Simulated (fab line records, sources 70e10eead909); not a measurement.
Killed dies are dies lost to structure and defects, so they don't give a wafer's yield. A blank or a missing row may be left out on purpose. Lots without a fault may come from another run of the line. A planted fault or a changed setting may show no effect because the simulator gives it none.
fab line records | flow nand_harc
record lots=24 wafers=72 last_day=26
route steps=1159 shown A_STAIRCASE@614
lots that met no fault: from a run of the same line without faults
start_h: hours from the record's first day to the start of the lot's first wafer shown | wait_h: hours since the lot's step before | " the same as in the row above | L1.1+2: a row that stands for several wafers | - no value, or no start given | * or withheld: withheld | < > ~ a bound
route shown NAME@n: a module of which the file shows steps, and the number in the route of the first | usual: mean/standard deviation of fault-free wafers | same: alike in all rows | chamber/n: place in a boat | sites: the reading at each site | _std_site: their standard deviation | _edge_site: outer sites' mean less inner sites' | radius_mm: how far each site lies from the wafer's centre | mask NAME#n: copy n | behind: the tool/chamber that last shaped the wafer | hold: why the lot was held/for how many hours/how that ended | device: the transistor (n, p or np) that didn't switch | end of line: the same wafers' tests at the end of the route | a step without rows: its recipe alone | killed: dies lost to structure and defects at the first sort, not the wafer's yield | map: a wafer's dies, x killed, . not, _ none there
set.NAME: the setting as run; set.NAME@STEP: as run at that earlier step | model.NAME: the simulator's own value behind a step, which no gauge read
steps of the route over a sample of lots; a table a step, a row a wafer
services: from which hour (start_h, from the record's first day; less than 0 if before it) a tool's chamber was out of use, for how many hours, and why
## steps
# step NHARC_A_STAIRCASE_TRIM_220
# recipe time_s=211.2 o2_flow_sccm=500 ar_flow_sccm=0 bias_w=0 chemistry=O2
# usual drypump_motor_current_A=5.6/0.53 oes_product_au=0.997/0.0076 rf_vpp_V=57.8/1 showerhead_plenum_p_Torr=3.55/0.17 throttle_valve_pct=17.036/0.0099
# columns lot.wafer tool chamber start_h wait_h drypump_motor_current_A oes_product_au rf_hours_counter_h rf_vpp_V showerhead_plenum_p_Torr throttle_valve_pct
L074.3 rie_diel-12 1 249.11 0.1 6.0 1.000 11 59.1 3.70 17.042
L074.4 " 3 " " 6.1 0.993 14 56.4 3.68 17.024
L074.5 " 2 " " 5.2 1.007 - 57.8 3.31 17.035
L076.1 rie_diel-12 3 259.20 0.1 6.1 0.993 18 58.7 3.68 17.049
L076.2 " 1 " " 5.9 1.006 14 56.7 3.70 17.043
L076.5 " 3 " " 6.1 0.990 - 58.3 3.68 17.035
L075.1 rie_diel-12 1 262.00 0.1 6.0 0.993 15 57.8 3.70 17.022
L075.3 " 3 " " 6.1 0.985 18 57.6 3.68 17.040
L075.6 " 1 " " 6.0 0.995 - 57.6 3.70 17.052
L078.2 rie_diel-12 1 271.45 0.2 6.0 0.995 19 58.5 3.70 17.030
L078.6 " 1 " " 6.0 1.006 - 57.8 3.70 17.035
L078.5 " 0 " " 6.4 0.995 - 58.1 3.41 17.050
L077.3 rie_diel-11 1 271.96 0.1 6.4 1.000 24 57.8 3.46 17.038
L077.1 " 3 " " 4.8 0.992 27 56.1 3.36 17.041
L077.5 " 2 " " 6.0 1.018 - 57.6 3.49 17.043
L079.2 rie_diel-08 3 286.77 0.1 5.1 1.000 54 56.4 3.41 17.036
L079.1 " 0 " " 5.7 1.001 55 57.1 3.27 17.039
L079.6 " 3 " " 5.1 0.994 - 58.8 3.41 17.040
L080.4 rie_diel-08 3 296.21 0.1 5.1 0.994 58 55.7 3.40 17.041
L080.1 " 1 " " 5.4 0.992 63 55.6 3.63 17.036
L080.5 " 2 " " 4.8 0.997 - 57.3 3.70 17.025
L081.2 rie_diel-12 0 296.64 0.1 6.4 1.006 32 56.9 3.40 17.048
L081.4 " 1 " " 6.0 0.996 30 58.6 3.69 17.032
L081.3 " 3 " " 6.1 0.997 32 58.6 3.67 17.047
L083.4 rie_diel-08 3 300.08 0.1 5.1 0.987 60 56.6 3.40 17.039
L083.2 " 1 " " 5.4 0.975 65 57.5 3.62 17.033
L083.5 " 2 " " 4.9 0.990 - 57.8 3.70 17.041
L082.2 rie_diel-12 2 300.38 0.1 5.2 1.002 24 57.0 3.30 17.051
L082.3 " 3 " " 6.1 1.003 33 57.6 3.67 17.020
L082.6 " 2 " " 5.2 1.000 - 57.2 3.30 17.027
L084.4 rie_diel-12 3 343.95 0.1 6.1 0.990 45 57.0 3.66 17.031
L084.2 " 1 " " 6.0 0.994 38 59.3 3.69 17.023
L084.6 " 3 " " 6.1 1.000 - 57.7 3.66 17.052
L085.3 rie_diel-08 3 344.14 0.1 5.1 0.996 6 58.0 3.40 17.019
L085.4 " 1 " " 5.4 0.997 2 57.4 3.62 17.045
L085.5 " 0 " " 5.8 0.986 - 57.4 3.80 17.017
L088.1 rie_diel-08 1 350.58 0.1 5.4 1.002 5 56.7 3.62 17.049
L088.3 " 2 " " 4.8 0.994 9 58.8 3.70 17.044
L088.6 " 1 " " 5.4 1.006 - 58.1 3.62 17.035
L091.4 rie_diel-08 1 354.00 0.1 5.4 1.005 7 57.1 3.62 17.025
L091.2 " 2 " " 4.9 1.011 11 57.4 3.69 17.031
L091.3 " 0 " " 5.7 0.996 10 57.3 3.80 17.046
L087.3 rie_diel-12 0 359.34 0.1 6.4 0.993 49 56.4 3.39 17.049
L087.2 " 1 " " 6.0 0.984 42 59.1 3.69 17.035
L087.5 " 2 " " 5.2 0.997 - 57.0 3.30 17.053
L089.2 rie_diel-08 0 363.10 0.1 5.7 0.986 13 57.8 3.80 17.030
L089.3 " 1 " " 5.4 0.998 10 56.1 3.62 17.009
L089.4 " 2 " " 4.9 0.990 13 59.3 3.69 17.039
L092.2 rie_diel-08 3 371.96 0.2 5.1 1.005 16 57.3 3.39 17.037
L092.4 " 0 " " 5.7 0.985 18 58.0 3.80 17.032
L092.5 " 2 " " 4.8 0.998 - 57.4 3.69 17.037
L086.2 rie_diel-08 0 374.42 0.1 5.7 0.975 19 58.6 3.80 17.033
L086.1 " 1 " " 5.4 0.997 15 58.5 3.62 17.033
L086.6 " 2 " " 4.8 0.994 - 58.6 3.69 17.024
L090.1 rie_diel-08 2 376.70 0.1 4.9 1.002 20 57.1 3.69 17.004
L090.2 " 0 " " 5.7 0.990 21 58.5 3.80 17.038
L090.5 " 3 " " 5.1 0.998 - 58.5 3.39 17.038
L094.2 rie_diel-08 2 380.99 0.1 4.9 1.000 22 58.6 3.69 17.043
L094.3 " 0 " " 5.7 0.981 23 57.8 3.79 17.045
L094.1 " 1 " " 5.4 0.998 19 58.5 3.61 17.043
L093.3 rie_diel-08 1 383.92 0.2 5.4 1.006 20 58.0 3.61 17.028
L093.4 " 0 " " 5.7 0.991 - 58.1 3.79 17.042
L093.6 " 1 " " 5.4 1.006 - 58.5 3.61 17.039
L095.4 rie_diel-11 1 384.83 0.2 6.4 0.999 3 57.3 3.44 17.045
L095.1 " 2 " " 6.0 0.983 3 59.9 3.48 17.027
L095.5 " 0 " " 6.0 1.003 - 56.7 3.30 17.052
L096.1 rie_diel-11 2 391.68 0.1 6.1 0.995 7 58.3 3.47 17.051
L096.4 " 0 " " 5.9 0.999 7 56.9 3.30 17.031
L096.2 " 1 " " 6.4 0.996 8 57.9 3.44 17.025
L097.3 rie_diel-12 0 398.06 0.1 6.4 0.986 4 58.3 3.39 17.030
L097.2 " 3 " " 6.1 0.997 4 58.1 3.65 17.045
L097.5 " 0 " " 6.4 0.984 - 59.4 3.39 17.022
# step NHARC_A_STAIRCASE_ETCH_227
# recipe target_depth_a=1000 time_s=40.5 ion_energy_ev=400 c4f8_flow_sccm=20 o2_flow_sccm=10 ar_flow_sccm=withheld rf_w=600 bias_w=1000 chemistry=C4F8/O2
# usual oes_product_au=0.937/0.0089 rf_vpp_V=897/6.2
# columns lot.wafer tool chamber start_h wait_h oes_product_au rf_hours_counter_h rf_vpp_V
L074.4 rie_diel-12 3 - - 0.952 15 902
L074.3 " 0 " " 0.936 13 892
L074.5 " 2 " " 0.940 - 887
L076.2 rie_diel-12 1 - - 0.939 14 902
L076.1 " 2 " " 0.942 16 887
L076.5 " 0 " " 0.931 - 892
L075.3 rie_diel-12 3 - - 0.931 19 901
L075.1 " 1 " " 0.930 16 902
L075.6 " 0 " " 0.934 - 892
L078.2 rie_diel-12 0 - - 0.935 22 890
L078.5 " 1 " " 0.947 - 901
L078.6 " 0 " " 0.942 - 893
L077.1 rie_diel-11 0 - - 0.953 26 888
L077.3 " 2 " " 0.947 27 895
L077.5 " 0 " " 0.933 - 888
L079.2 rie_diel-08 0 - - 0.949 55 887
L079.1 " 1 " " 0.941 59 899
L079.6 " 3 " " 0.944 - 892
L080.1 rie_diel-08 2 - - 0.935 62 903
L080.4 " 0 " " 0.937 60 885
L080.5 " 3 " " 0.924 - 890
L081.3 rie_diel-12 1 - - 0.934 31 903
L081.4 " 2 " " 0.939 23 887
L081.2 " 3 " " 0.940 33 901
L083.2 rie_diel-08 0 - - 0.938 61 886
L083.4 " 1 " " 0.931 65 901
L083.5 " 3 " " 0.941 - 891
L082.2 rie_diel-12 1 - - 0.952 32 902
L082.3 " 2 " " 0.948 24 888
L082.6 " 1 " " 0.960 - 903
L084.4 rie_diel-12 3 - - 0.937 45 901
L084.2 " 1 " " 0.933 38 903
L084.6 " 0 " " 0.934 - 892
L085.3 rie_diel-08 0 - - 0.943 7 905
L085.4 " 2 " " 0.933 8 902
L085.5 " 0 " " 0.945 - 905
L088.3 rie_diel-08 1 - - 0.933 6 899
L088.1 " 3 " " 0.950 9 892
L088.6 " 1 " " 0.936 - 899
L091.3 rie_diel-08 0 - - 0.922 11 906
L091.4 " 2 " " 0.955 11 901
L091.2 " 3 " " 0.946 10 893
L087.2 rie_diel-12 2 - - 0.931 39 887
L087.3 " 0 " " 0.929 49 891
L087.5 " 2 " " 0.938 - 888
L089.3 rie_diel-08 2 - - 0.948 14 902
L089.4 " 3 " " 0.922 13 891
L089.2 " 0 " " 0.916 13 906
L092.4 rie_diel-08 2 - - 0.944 19 901
L092.2 " 3 " " 0.937 18 891
L092.5 " 1 " " 0.942 - 898
L086.2 rie_diel-08 0 - - 0.933 20 905
L086.1 " 3 " " 0.938 19 891
L086.6 " 0 " " 0.919 - 905
L090.2 rie_diel-08 0 - - 0.929 22 906
L090.1 " 3 " " 0.932 21 891
L090.5 " 1 " " 0.928 - 900
L094.3 rie_diel-08 0 - - 0.929 24 905
L094.1 " 1 " " 0.928 20 898
L094.2 " 2 " " 0.935 24 901
L095.4 rie_diel-11 0 - - 0.953 4 887
L095.1 " 1 " " 0.945 4 891
L095.5 " 3 " " 0.926 - 891
L093.3 rie_diel-08 2 - - 0.916 25 903
L093.6 " 0 " " 0.921 - 904
L093.4 " 1 " " 0.924 - 899
L096.4 rie_diel-11 3 - - 0.936 7 890
L096.1 " 0 " " 0.964 7 888
L096.2 " 1 " " 0.939 8 892
L097.2 rie_diel-12 1 - - 0.950 5 901
L097.3 " 2 " " 0.961 5 889
L097.5 " 3 " " 0.946 - 901
# step NHARC_A_STAIRCASE_TRIM_235
# recipe time_s=211.2 o2_flow_sccm=500 ar_flow_sccm=0 bias_w=0 chemistry=O2
# usual drypump_motor_current_A=5.8/0.53 oes_product_au=0.998/0.0077 rf_vpp_V=57.7/0.95 showerhead_plenum_p_Torr=3.52/0.16 throttle_valve_pct=17.037/0.0094
# columns lot.wafer tool chamber start_h wait_h drypump_motor_current_A oes_product_au rf_hours_counter_h rf_vpp_V showerhead_plenum_p_Torr throttle_valve_pct
L074.3 rie_diel-12 3 - - 6.1 0.999 15 57.4 3.68 17.044
L074.4 " 0 " " 6.4 0.994 14 56.6 3.41 17.043
L074.5 " 0 " " 6.4 0.994 - 56.6 3.41 17.053
L076.1 rie_diel-12 3 - - 6.1 1.002 18 58.8 3.68 17.054
L076.2 " 0 " " 6.4 0.990 17 58.1 3.41 17.021
L076.5 " 3 " " 6.1 1.008 - 58.8 3.68 17.037
L075.3 rie_diel-12 1 - - 6.0 0.993 17 58.0 3.70 17.039
L075.1 " 3 " " 6.1 1.005 20 59.6 3.68 17.036
L075.6 " 1 " " 6.0 0.987 - 58.3 3.70 17.034
L078.2 rie_diel-08 1 - - 5.4 0.996 54 58.1 3.63 17.039
L078.5 " 0 " " 5.7 0.995 - 59.1 3.27 17.042
L078.6 " 1 " " 5.4 0.995 - 59.0 3.63 17.041
L077.1 rie_diel-11 1 - - 6.4 0.999 25 57.4 3.46 17.042
L077.3 " 3 " " 4.8 0.989 28 56.5 3.36 17.012
L077.5 " 2 " " 6.0 1.001 - 58.4 3.49 17.030
L079.2 rie_diel-08 2 - - 4.9 0.995 58 55.7 3.71 17.046
L079.1 " 1 " " 5.4 0.993 59 57.5 3.63 17.041
L079.6 " 2 " " 4.8 0.992 - 57.2 3.71 17.035
L080.1 rie_diel-08 1 - - 5.4 0.995 64 57.4 3.62 17.031
L080.4 " 2 " " 4.9 0.998 63 57.5 3.70 17.026
L080.5 " 2 " " 4.9 0.997 - 57.4 3.70 17.036
L081.2 rie_diel-12 2 - - 5.2 1.001 24 58.0 3.30 17.034
L081.4 " 3 " " 6.1 1.006 33 57.9 3.67 17.026
L081.3 " 0 " " 6.4 0.996 33 58.4 3.40 17.031
L082.2 rie_diel-12 2 - - 5.2 0.987 24 57.5 3.30 17.042
L082.3 " 3 " " 6.1 0.994 34 58.5 3.67 17.035
L082.6 " 2 " " 5.2 0.986 - 58.0 3.30 17.043
L083.4 rie_diel-11 2 - - 6.1 1.002 38 57.9 3.49 17.034
L083.2 " 3 " " 4.8 0.995 41 57.6 3.36 17.037
L083.5 " 2 " " 6.0 1.000 - 58.3 3.49 17.036
L084.4 rie_diel-12 3 - - 6.1 0.995 45 57.2 3.66 17.040
L084.2 " 0 " " 6.4 0.990 45 57.4 3.40 17.030
L084.6 " 0 " " 6.4 0.984 - 56.8 3.40 17.046
L085.4 rie_diel-12 2 - - 5.2 0.996 35 57.4 3.30 17.026
L085.3 " 1 " " 5.9 0.994 39 58.6 3.69 17.031
L085.5 " 3 " " 6.1 0.996 - 57.8 3.66 17.051
L088.3 rie_diel-08 2 - - 4.9 0.999 10 58.3 3.69 17.037
L088.1 " 0 " " 5.7 0.995 10 59.4 3.80 17.038
L088.6 " 2 " " 4.8 1.000 - 58.9 3.70 17.044
L091.3 rie_diel-12 0 - - 6.4 1.003 48 57.2 3.39 17.018
L091.2 " 2 " " 5.2 1.002 38 57.2 3.30 17.048
L091.4 " 3 " " 6.1 1.003 49 57.6 3.66 17.025
L087.3 rie_diel-12 2 - - 5.2 0.994 39 55.7 3.30 17.038
L087.2 " 0 " " 6.4 1.002 50 56.8 3.39 17.019
L087.5 " 3 " " 6.1 0.989 - 58.6 3.66 17.055
L089.2 rie_diel-11 2 - - 6.1 1.001 53 59.0 3.48 17.042
L089.4 " 0 " " 5.9 0.990 54 57.8 3.30 17.022
L089.3 " 1 " " 6.4 1.002 50 57.2 3.45 17.035
L092.4 rie_diel-12 0 - - 6.4 0.984 55 58.0 3.39 17.033
L092.2 " 1 " " 6.0 0.998 49 55.8 3.68 17.043
L092.5 " 0 " " 6.4 0.975 - 56.9 3.39 17.035
L086.2 rie_diel-12 1 - - 6.0 0.995 51 58.7 3.68 17.049
L086.1 " 0 " " 6.4 0.993 57 56.6 3.39 17.042
L086.6 " 1 " " 6.0 1.000 - 58.4 3.68 17.035
L090.1 rie_diel-12 1 - - 6.0 0.992 52 58.4 3.68 17.049
L090.2 " 3 " " 6.1 0.992 59 57.7 3.65 17.050
L090.5 " 1 " " 6.0 0.998 - 57.9 3.68 17.028
L094.1 rie_diel-08 0 - - 5.8 0.988 25 59.2 3.79 17.050
L094.2 " 1 " " 5.4 1.006 21 57.9 3.61 17.026
L094.3 " 2 " " 4.9 1.005 25 58.6 3.69 17.040
L095.4 rie_diel-11 0 - - 6.0 0.995 5 57.0 3.30 17.029
L095.1 " 2 " " 6.0 0.988 5 57.1 3.47 17.029
L095.5 " 1 " " 6.4 0.994 - 56.5 3.44 17.026
L093.3 rie_diel-08 1 - - 5.4 1.013 22 58.4 3.61 17.033
L093.4 " 2 " " 4.9 1.001 - 57.1 3.69 17.035
L093.6 " 1 " " 5.4 1.009 - 58.0 3.61 17.046
L096.2 rie_diel-12 1 - - 6.0 1.001 2 58.0 3.68 17.035
L096.1 " 3 " " 6.1 1.000 3 58.5 3.65 17.039
L096.4 " 0 " " 6.4 0.990 2 58.6 3.39 17.030
L097.3 rie_diel-12 1 - - 6.0 1.008 7 56.5 3.68 17.047
L097.2 " 2 " " 5.1 1.013 7 58.6 3.29 17.053
L097.5 " 0 " " 6.4 0.983 - 57.2 3.39 17.044
# step NHARC_A_STAIRCASE_ETCH_236
# recipe target_depth_a=1000 time_s=40.5 ion_energy_ev=400 c4f8_flow_sccm=20 o2_flow_sccm=10 ar_flow_sccm=withheld rf_w=600 bias_w=1000 chemistry=C4F8/O2
# usual oes_product_au=0.937/0.0089 rf_vpp_V=896/6.2
# columns lot.wafer tool chamber start_h wait_h oes_product_au rf_hours_counter_h rf_vpp_V
L074.4 rie_diel-12 1 - - 0.955 12 903
L074.3 " 0 " " 0.932 14 892
L074.5 " 2 " " 0.942 - 889
L076.2 rie_diel-12 1 - - 0.939 15 903
L076.1 " 0 " " 0.920 17 892
L076.5 " 3 " " 0.933 - 901
L075.1 rie_diel-12 0 - - 0.938 19 892
L075.3 " 1 " " 0.941 17 902
L075.6 " 1 " " 0.945 - 900
L078.2 rie_diel-08 0 - - 0.937 51 887
L078.6 " 2 " " 0.919 - 904
L078.5 " 3 " " 0.927 - 892
L077.3 rie_diel-11 2 - - 0.934 28 894
L077.1 " 0 " " 0.946 26 887
L077.5 " 2 " " 0.939 - 897
L079.2 rie_diel-08 2 - - 0.922 58 903
L079.1 " 3 " " 0.929 55 892
L079.6 " 1 " " 0.936 - 900
L080.1 rie_diel-08 2 - - 0.931 63 902
L080.4 " 1 " " 0.940 64 899
L080.5 " 3 " " 0.935 - 891
L081.2 rie_diel-12 2 - - 0.936 24 888
L081.3 " 3 " " 0.949 33 902
L081.4 " 0 " " 0.950 33 891
L082.3 rie_diel-12 3 - - 0.950 34 902
L082.2 " 0 " " 0.932 33 891
L082.6 " 0 " " 0.942 - 892
L083.4 rie_diel-11 2 - - 0.940 38 895
L083.2 " 3 " " 0.941 41 889
L083.5 " 1 " " 0.938 - 894
L084.2 rie_diel-12 1 - - 0.952 39 901
L084.4 " 3 " " 0.935 45 900
L084.6 " 1 " " 0.949 - 902
L085.4 rie_diel-12 2 - - 0.946 35 887
L085.3 " 1 " " 0.947 39 903
L085.5 " 2 " " 0.943 - 887
L088.3 rie_diel-08 2 - - 0.932 10 902
L088.1 " 0 " " 0.943 10 906
L088.6 " 2 " " 0.934 - 903
L091.2 rie_diel-12 1 - - 0.935 42 900
L091.3 " 3 " " 0.942 49 903
L091.4 " 0 " " 0.929 48 891
L087.3 rie_diel-12 3 - - 0.931 51 900
L087.2 " 1 " " 0.944 43 901
L087.5 " 3 " " 0.931 - 902
L089.3 rie_diel-11 1 - - 0.954 50 892
L089.4 " 2 " " 0.945 53 894
L089.2 " 3 " " 0.937 56 891
L092.2 rie_diel-12 3 - - 0.933 57 900
L092.4 " 0 " " 0.933 56 892
L092.5 " 2 " " 0.954 - 888
L086.2 rie_diel-12 2 - - 0.926 47 886
L086.1 " 3 " " 0.938 58 901
L086.6 " 1 " " 0.929 - 901
L090.1 rie_diel-12 2 - - 0.948 48 887
L090.2 " 1 " " 0.943 52 900
L090.5 " 2 " " 0.931 - 887
L094.1 rie_diel-08 1 - - 0.927 21 899
L094.3 " 2 " " 0.932 25 902
L094.2 " 0 " " 0.922 25 906
L095.4 rie_diel-11 3 - - 0.931 4 888
L095.1 " 0 " " 0.934 5 889
L095.5 " 3 " " 0.931 - 889
L093.3 rie_diel-08 0 - - 0.937 27 907
L093.6 " 2 " " 0.942 - 902
L093.4 " 0 " " 0.936 - 904
L096.4 rie_diel-12 0 - - 0.938 3 892
L096.1 " 1 " " 0.934 2 901
L096.2 " 2 " " 0.948 2 888
L097.2 rie_diel-12 2 - - 0.954 7 887
L097.3 " 3 " " 0.938 7 900
L097.5 " 0 " " 0.924 - 890
# step NHARC_A_STAIRCASE_HM_DEP_456
# recipe target_thk_a=15000 temp_c=400 material=aC
# usual throttle_valve_pct=35.000/0.0092
# columns lot.wafer tool chamber start_h wait_h throttle_valve_pct
L074.3 acl_dep-03 0 254.37 - 35.009
L074.4 " 0 " " 35.001
L074.5 " 0 " " 34.998
L076.1 acl_dep-02 0 263.90 - 34.990
L076.2 " 0 " " 34.999
L076.5 " 0 " " 35.003
L075.1 acl_dep-01 0 267.19 - 34.989
L075.3 " 0 " " 34.992
L075.6 " 0 " " 35.008
L078.2 acl_dep-02 0 277.02 - 35.020
L078.5 " 0 " " 34.993
L078.6 " 0 " " 34.988
L077.1 acl_dep-03 0 286.91 - 34.995
L077.3 " 0 " " 34.981
L077.5 " 0 " " 35.010
L079.1 acl_dep-02 0 291.67 - 35.009
L079.2 " 0 " " 35.000
L079.6 " 0 293.21 - 35.009
L080.1 acl_dep-02 0 310.27 - 34.986
L080.4 " 0 " " 35.011
L080.5 " 0 " " 35.001
L081.2 acl_dep-03 0 310.75 - 35.001
L081.3 " 0 " " 34.996
L081.4 " 0 " " 34.985
L082.2 acl_dep-03 0 312.60 - 35.008
L082.3 " 0 " " 35.002
L082.6 " 0 " " 35.009
L083.2 acl_dep-02 0 313.65 - 35.010
L083.4 " 0 " " 34.987
L083.5 " 0 " " 35.005
L084.2 acl_dep-01 0 348.99 - 34.997
L084.4 " 0 " " 35.001
L084.6 " 0 " " 34.994
L085.3 acl_dep-02 0 350.69 - 34.981
L085.4 " 0 " " 34.985
L085.5 " 0 " " 35.008
L088.1 acl_dep-03 0 358.94 - 34.993
L088.3 " 0 " " 34.996
L088.6 " 0 " " 35.003
L091.2 acl_dep-01 0 361.77 - 34.982
L091.3 " 0 " " 34.996
L091.4 " 0 " " 35.001
L087.2 acl_dep-03 0 367.44 - 34.999
L087.3 " 0 " " 35.003
L087.5 " 0 " " 34.997
L089.2 acl_dep-02 0 369.39 - 34.987
L089.3 " 0 " " 35.013
L089.4 " 0 " " 34.990
L092.2 acl_dep-03 0 378.35 - 35.003
L092.4 " 0 " " 34.998
L092.5 " 0 " " 34.998
L086.1 acl_dep-01 0 382.32 - 34.999
L086.2 " 0 " " 35.005
L086.6 " 0 383.83 - 35.000
L090.1 acl_dep-02 0 384.62 - 34.996
L090.2 " 0 " " 35.007
L090.5 " 0 " " 34.987
L094.1 acl_dep-03 0 388.11 - 34.995
L094.2 " 0 " " 34.995
L094.3 " 0 " " 34.998
L095.1 acl_dep-02 0 392.06 - 34.993
L095.4 " 0 " " 34.995
L095.5 " 0 " " 35.025
L093.3 acl_dep-03 0 393.06 - 35.011
L093.4 " 0 " " 34.987
L093.6 " 0 " " 35.007
L096.1 acl_dep-02 0 397.97 - 34.996
L096.2 " 0 " " 35.004
L096.4 " 0 " " 35.009
L097.2 acl_dep-02 0 405.74 - 35.012
L097.3 " 0 " " 34.988
L097.5 " 0 " " 35.009
# step NHARC_A_STAIRCASE_HM_DEP_462
# recipe target_thk_a=8000 temp_c=400 material=aC
# usual throttle_valve_pct=35.000/0.0092
# columns lot.wafer tool chamber start_h wait_h throttle_valve_pct
L074.3 acl_dep-02 0 259.51 0.7 34.997
L074.4 " 0 " " 34.981
L074.5 " 0 " " 35.002
L076.1 acl_dep-01 0 269.92 0.1 34.995
L076.2 " 0 " " 35.002
L076.5 " 0 " " 34.996
L075.1 acl_dep-03 0 272.25 0.1 34.999
L075.3 " 0 " " 35.008
L075.6 " 0 " " 35.007
L078.2 acl_dep-03 0 282.57 0.4 34.994
L078.5 " 0 " " 35.014
L078.6 " 0 " " 35.008
L077.1 acl_dep-03 0 293.25 1.3 35.001
L077.3 " 0 " " 34.992
L077.5 " 0 " " 34.994
L079.1 acl_dep-02 0 299.77 3.0 35.013
L079.2 " 0 " " 35.008
L079.6 " 0 301.29 4.5 35.006
L080.1 acl_dep-03 0 317.35 2.2 34.989
L080.4 " 0 " " 35.004
L080.5 " 0 " " 35.008
L081.2 acl_dep-01 0 319.32 3.8 34.994
L081.3 " 0 " " 35.009
L081.4 " 0 " " 34.996
L082.2 acl_dep-01 0 321.18 3.8 35.016
L082.3 " 0 " " 34.997
L082.6 " 0 " " 34.994
L083.2 acl_dep-02 0 322.92 4.1 34.992
L083.4 " 0 " " 35.004
L083.5 " 0 " " 35.006
L084.2 acl_dep-01 0 354.12 0.4 35.022
L084.4 " 0 " " 35.001
L084.6 " 0 " " 34.984
L085.3 acl_dep-01 0 358.24 3.0 34.989
L085.4 " 0 " " 34.995
L085.5 " 0 " " 35.004
L088.1 acl_dep-03 0 365.29 1.3 35.014
L088.3 " 0 " " 34.992
L088.6 " 0 " " 35.011
L091.2 acl_dep-01 0 368.37 1.9 34.996
L091.3 " 0 " " 35.004
L091.4 " 0 " " 35.001
L087.2 acl_dep-01 0 373.17 0.9 35.013
L087.3 " 0 " " 35.000
L087.5 " 0 " " 34.999
L089.2 acl_dep-03 0 374.53 0.4 35.016
L089.3 " 0 " " 34.997
L089.4 " 0 " " 34.990
L092.2 acl_dep-03 0 385.38 1.8 35.009
L092.4 " 0 " " 34.997
L092.5 " 0 " " 35.000
L086.1 acl_dep-01 0 388.06 0.4 35.005
L086.2 " 0 " " 35.019
L086.6 " 0 389.58 1.9 34.992
L090.1 acl_dep-03 0 390.62 0.4 34.995
L090.2 " 0 " " 34.999
L090.5 " 0 " " 35.023
L094.1 acl_dep-03 0 395.51 2.2 34.991
L094.2 " 0 " " 34.991
L094.3 " 0 " " 35.015
L095.1 acl_dep-03 0 397.98 0.9 34.991
L095.4 " 0 " " 34.998
L095.5 " 0 " " 34.996
L093.3 acl_dep-01 0 400.42 2.9 34.998
L093.4 " 0 " " 35.001
L093.6 " 0 " " 35.008
L096.1 acl_dep-03 0 403.55 0.1 34.986
L096.2 " 0 " " 35.008
L096.4 " 0 " " 34.983
L097.2 acl_dep-02 0 412.11 0.8 34.991
L097.3 " 0 " " 35.014
L097.5 " 0 " " 34.993
## services
# columns tool chamber start_h hours kind
rie_diel-12 0 237.18 - clean
rie_diel-12 1 237.18 - clean
rie_diel-12 2 237.18 - clean
rie_diel-12 3 237.18 - clean
rie_diel-08 3 254.88 4.5 repair
rie_diel-12 2 260.83 21.4 repair
rie_diel-12 0 261.68 - clean
rie_diel-12 1 261.68 - clean
rie_diel-12 3 261.68 - clean
rie_diel-11 2 274.75 2.8 repair
rie_diel-12 0 286.89 - clean
rie_diel-12 1 286.89 - clean
rie_diel-12 2 286.89 - clean
rie_diel-12 3 286.89 - clean
acl_dep-01 - 293.53 13.0 pm
rie_diel-08 - 303.12 9.0 pm
rie_diel-12 0 311.39 - clean
rie_diel-12 1 311.39 - clean
acl_dep-02 - 351.91 13.0 pm
rie_diel-11 3 355.72 3.5 repair
rie_diel-11 - 368.08 9.0 pm
rie_diel-08 3 368.91 2.4 repair
rie_diel-12 - 380.27 9.0 pm
acl_dep-03 - 405.39 13.0 pm
## key
fault none
